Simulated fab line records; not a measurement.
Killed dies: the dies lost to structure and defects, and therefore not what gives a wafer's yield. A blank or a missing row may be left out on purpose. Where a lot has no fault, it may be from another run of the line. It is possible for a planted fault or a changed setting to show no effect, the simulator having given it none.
Split-lot experiment	flow n5 finfet	route with 1938 steps; 7 lots, 21 wafers read

THE SPLIT
At N5_FIN_CUT_EXPOSE_05 (exposes mask FIN CUT), the setting dose mj was moved away from the recipe's 45.75 on 8 of the 21 wafers read, by -4.9% to +7.4%. All remaining wafers had this setting at the recipe value.

FROM THE SPLIT TO THE READING: what the file shows between them, 2 steps
- N5_FIN_CUT_PEB_06: peb time 60 s
- N5_FIN_CUT_DEVELOP_07: develop time 30 s

THE READING
cd nm at N5_FIN_CUT_CD_MEAS_08, given in nm (cd target 29.1 nm). On this fab line, fault-free wafers typically give 29.20 nm with a standard deviation of 0.21 nm.

wafer	tool, chamber at the split	dose mj as run	against the recipe	cd nm, nm	against lot-mates on the recipe
L076.1	euv scanner-02, 0	45.75	recipe	29.22	-
L076.3	euv scanner-02, 0	43.49	-4.9%	28.05	-1.17
L076.5	euv scanner-02, 0	43.49	-4.9%	28.66	-0.56
L077.1	euv scanner-02, 0	49.14	+7.4%	30.33	+0.65
L077.2	euv scanner-02, 0	49.14	+7.4%	30.31	+0.63
L077.6	euv scanner-02, 0	45.75	recipe	29.68	-
L079.4	euv scanner-02, 0	45.75	recipe	29.60	-
L079.5	euv scanner-02, 0	47.82	+4.5%	30.11	+0.68
L079.6	euv scanner-02, 0	45.75	recipe	29.25	-
L081.1	euv scanner-02, 0	49.15	+7.4%	30.66	+1.10
L081.5	euv scanner-02, 0	49.15	+7.4%	30.59	+1.03
L081.6	euv scanner-02, 0	45.75	recipe	29.56	-
L082.2	euv scanner-02, 0	45.75	recipe	29.08	-
L082.3	euv scanner-02, 0	45.75	recipe	29.24	-
L082.5	euv scanner-02, 0	45.75	recipe	29.41	-
L086.1	euv scanner-02, 0	45.75	recipe	29.24	-
L086.2	euv scanner-02, 0	45.75	recipe	29.21	-
L086.4	euv scanner-02, 0	45.75	recipe	29.13	-
L087.1	euv scanner-02, 0	45.75	recipe	29.16	-
L087.2	euv scanner-02, 0	45.75	recipe	29.24	-
L087.4	euv scanner-02, 0	43.92	-4.0%	28.83	-0.37

THE FIT
A straight line over all 21 wafers: cd nm changes by +0.163 nm for each +1% of dose mj; r = +0.95; the points scatter about the line by 0.21 nm.
The same after taking each lot's own level away (the mean of its wafers on the recipe; 21 wafers): +0.128 nm for each +1%; r = +0.94; scatter 0.19 nm.
On that fit, the largest move of dose mj shifts the reading by 0.95 nm.
Measured against the standard deviation above, the lots' own levels, which go from 29.193 to 29.680 nm, span 2.3 times it.
So the lot-to-lot level changes the slope: the two fits differ.
Check: for one of the wafers moved furthest among these (+7.4%), held out of the fit, the line's prediction against its lot-mates is +0.877 nm. Against them it came out at +1.1 nm.

THE OTHER SPLITS THESE WAFERS WENT THROUGH
Note: prior to the reading, these wafers also went through further splits. Each is held against what the fit with the lots' levels taken away leaves over:
other split on the same wafers	wafers away from the commonest value	r with cd nm (lot level and that fit taken away)
N5_WELL_APT_EXPOSE_22 dose mj	7	+0.24
N5_WELL_APT_PEB_23 peb temp c	5	+0.07
N5_FIN_SAQP_SPACER1_ALD_24 ald cycles	8	+0.05
N5_FIN_CUT_COAT_19 spin rpm	7	-0.41

THE WHOLE CHAIN: every reading that the file lists as answering this split, in the file's order
step	what it does	reading	change (the file's fit)	r (the file's)
N5_FIN_CUT_CD_MEAS_08	target cd 29.1 nm	cd nm	+0.126 nm for each +1% of the setting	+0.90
N5_FIN_CUT_ETCH_30	etches underlayer in N2/H2, target depth 13 nm, time 10.4 s	FIN_CUT.cd offset nm (the simulator's own value, which no gauge read)	+0.181 nm for each +1% of the setting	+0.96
N5_FIN_CUT_ETCH_20	etches SiARC in CF4, target depth 26 nm, time 43.3 s	FIN_CUT.cd offset nm (the simulator's own value, which no gauge read)	+0.19 nm for each +1% of the setting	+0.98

FILE'S OWN FIT
cd nm changes by +0.126 nm for each +1% of dose mj, r = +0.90.
